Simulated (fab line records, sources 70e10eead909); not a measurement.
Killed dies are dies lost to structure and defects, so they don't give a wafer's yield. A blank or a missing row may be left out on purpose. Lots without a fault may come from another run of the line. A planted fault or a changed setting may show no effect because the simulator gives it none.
Chamber matching | flow nand_harc | NHARC_P_CONTACT_CMP_24 on cmp-04: 4 sister chambers
The step polishes, t overpolish 30 s, target thk 200 nm. 8 wafers are shown with their chamber, then 8 later ones without.

WAFERS WITH THEIR CHAMBER
wafer  | chamber | motor_current_A (A) | time_to_endpoint_s (s)
L080.5 | 1       | 11.7                | 46.5
L083.2 | 2       | 13.0                | 41.2
L087.1 | 0       | 11.6                | 45.0
L087.6 | 0       | 11.8                | 46.4
L090.1 | 2       | 13.0                | 37.4
L090.2 | 3       | 13.1                | 37.9
L090.6 | 3       | 12.3                | 37.0
L092.1 | 1       | 12.1                | 40.1

WAFERS WITHOUT THEIR CHAMBER
wafer  | motor_current_A (A) | time_to_endpoint_s (s)
L092.2 | 11.9                | 39.2
L092.6 | 11.0                | 37.5
L095.2 | 12.8                | 39.1
L095.4 | 11.3                | 38.6
L095.5 | 11.3                | 36.0
L097.1 | 12.6                | 36.0
L097.2 | 12.0                | 40.9
L097.6 | 13.0                | 39.2

WHICH CHAMBER EACH WENT THROUGH
wafer  | from the rows above               | in truth
L092.2 | can't be placed: 1 or 0 or 3 or 2 | 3
L092.6 | can't be placed: 1 or 0 or 3      | 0
L095.2 | can't be placed: 2 or 3           | 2
L095.4 | can't be placed: 1 or 0 or 3      | 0
L095.5 | can't be placed: 1 or 0 or 3      | 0
L097.1 | can't be placed: 3 or 2           | 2
L097.2 | can't be placed: 1 or 0 or 3      | 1
L097.6 | can't be placed: 2 or 3           | 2
Placed correctly: 0 of 8. Can't be placed from these rows: 8 (the true chamber is among the candidates in 8). Placed wrongly: 0.
How it was worked out, from the rows above alone: a wafer's distance from a chamber is the root of the sum, over the readings, of the square of ((its reading less the chamber's mean) divided by the reading's scatter). The wafer belongs to the nearest chamber; if the next one is less than 2 further off, it can't be placed. A chamber's mean is the mean of its shown wafers. The scatter: the root of (the sum of the squares of (reading less its chamber's mean) over the shown wafers, divided by (wafers less chambers)).
